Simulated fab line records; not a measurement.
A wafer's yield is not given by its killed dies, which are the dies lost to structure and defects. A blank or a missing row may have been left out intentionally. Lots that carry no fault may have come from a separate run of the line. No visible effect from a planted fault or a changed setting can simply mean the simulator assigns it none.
Split-lot trial + flow n5-finfet + 7 lots, 21 wafers read, on a route of 1938 steps

## ABOUT THE SPLIT
At N5_BEOL_M12_SPUTTER_43 (material TaN, target thk 15 nm, time 24.19 s), the setting time-s was moved away from the recipe's 24.19 s on 5 of the 21 wafers read, by -5.0% to +12.7%. For the rest of the wafers, this setting stayed at what the recipe calls for.

Reading taken at the split's own step.

## THE READING
TaN_of_BEOL_M12_SPUTTER_43.thk-nm (the simulator's own value, which no gauge read), in nm, at N5_BEOL_M12_SPUTTER_43 (material TaN, target thk 15 nm, time 24.19 s). No usual value for it is given in the file. Average 14.9 nm, standard deviation 0.12 nm, over the 16 wafers here run with the recipe.

| wafer  | tool, chamber at the split | time-s as run, s | against the recipe | TaN_of_BEOL_M12_SPUTTER_43.thk-nm, nm | against lot-mates on the recipe |
|--------|----------------------------|------------------|--------------------|---------------------------------------|---------------------------------|
| L074.2 | pvd-sputter-03, -          | 24.19            | recipe             | 14.8                                  | -                               |
| L074.4 | pvd-sputter-03, -          | 24.19            | recipe             | 14.8                                  | -                               |
| L074.5 | pvd-sputter-03, -          | 24.19            | recipe             | 15                                    | -                               |
| L077.2 | pvd-sputter-01, -          | 24.19            | recipe             | 14.6                                  | -                               |
| L077.4 | pvd-sputter-01, -          | 24.19            | recipe             | 14.8                                  | -                               |
| L077.6 | pvd-sputter-01, -          | 27.27            | +12.7%             | 16.6                                  | +1.9                            |
| L076.1 | pvd-sputter-02, -          | 24.19            | recipe             | 14.8                                  | -                               |
| L076.2 | pvd-sputter-02, -          | 22.97            | -5.0%              | 14                                    | -0.8                            |
| L076.6 | pvd-sputter-02, -          | 22.97            | -5.0%              | 14.2                                  | -0.6                            |
| L082.2 | pvd-sputter-01, -          | 24.19            | recipe             | 15                                    | -                               |
| L082.3 | pvd-sputter-01, -          | 24.19            | recipe             | 14.8                                  | -                               |
| L082.4 | pvd-sputter-01, -          | 24.19            | recipe             | 14.8                                  | -                               |
| L083.1 | pvd-sputter-01, -          | 26.99            | +11.6%             | 16.6                                  | +1.6                            |
| L083.4 | pvd-sputter-01, -          | 26.99            | +11.6%             | 16.6                                  | +1.6                            |
| L083.3 | pvd-sputter-01, -          | 24.19            | recipe             | 15                                    | -                               |
| L090.1 | pvd-sputter-03, -          | 24.19            | recipe             | 15                                    | -                               |
| L090.2 | pvd-sputter-03, -          | 24.19            | recipe             | 15                                    | -                               |
| L090.6 | pvd-sputter-03, -          | 24.19            | recipe             | 15                                    | -                               |
| L095.1 | pvd-sputter-02, -          | 24.19            | recipe             | 15                                    | -                               |
| L095.4 | pvd-sputter-02, -          | 24.19            | recipe             | 14.8                                  | -                               |
| L095.6 | pvd-sputter-02, -          | 24.19            | recipe             | 14.8                                  | -                               |

THE FIT
A straight line over all 21 wafers: TaN_of_BEOL_M12_SPUTTER_43.thk-nm changes by +0.145 nm for each +1% of time-s; r = +0.99; the points scatter about the line by 0.12 nm.
The same after taking each lot's own level away (the mean of its wafers on the recipe; 21 wafers): +0.142 nm for each +1%; r = +0.99; scatter 0.084 nm.
The reading moves by 1.8 nm for the largest change in time-s, on that fit.
Across the lots, their own levels run from 14.70 to 15.00 nm, a range of 2.5 times the standard deviation given above.
So the lot-to-lot level changes the slope little: the two slopes agree.
Check: with one of the wafers moved furthest among these (+12.7%) left out of the fit, the line predicts +1.76 nm for it against its lot-mates. It came out at +1.9 nm against them.

## THE FILE'S OWN FIT
TaN_of_BEOL_M12_SPUTTER_43.thk-nm changes by +0.144 nm for each +1% of time-s, r = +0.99.
